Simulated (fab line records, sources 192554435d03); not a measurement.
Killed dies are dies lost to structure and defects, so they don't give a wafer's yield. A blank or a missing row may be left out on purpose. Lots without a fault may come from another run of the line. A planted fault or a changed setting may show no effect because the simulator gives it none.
Chamber matching | flow n5_finfet | N5_BEOL_M2_ETCH_74 on rie_diel-06: 4 sister chambers
The step etches underlayer in N2/H2, target depth 6.5 nm, time 5.2 s. 4 wafers are shown with their chamber, then 7 later ones without.

WAFERS WITH THEIR CHAMBER
wafer  | chamber | showerhead_plenum_p_Torr (Torr)
L076.2 | 0       | 2.56
L086.3 | 1       | 2.48
L092.1 | 3       | 2.52
L092.2 | 2       | 2.67

WAFERS WITHOUT THEIR CHAMBER
wafer  | showerhead_plenum_p_Torr (Torr)
L092.3 | 2.48
L095.1 | 2.66
L095.3 | 2.54
L095.6 | 2.52
L097.1 | 2.54
L097.3 | 2.51
L097.6 | 2.54

WHICH CHAMBER EACH WENT THROUGH
wafer  | from the rows above     | in truth
L092.3 | 1                       | 1
L095.1 | 2                       | 2
L095.3 | can't be placed: 0 or 3 | 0
L095.6 | 3                       | 3
L097.1 | can't be placed: 0 or 3 | 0
L097.3 | can't be placed: 3 or 1 | 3
L097.6 | can't be placed: 0 or 3 | 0
Placed correctly: 3 of 7. Can't be placed from these rows: 4 (the true chamber is among the candidates in 4). Placed wrongly: 0.
How it was worked out, from the rows above alone: a wafer's distance from a chamber is the root of the sum, over the readings, of the square of ((its reading less the chamber's mean) divided by the reading's scatter). The wafer belongs to the nearest chamber; if the next one is less than 2 further off, it can't be placed. A chamber's mean is the mean of its shown wafers. The scatter: with one shown wafer a chamber, the root of the mean of the squares of how far each hidden wafer lies from its nearest shown one.
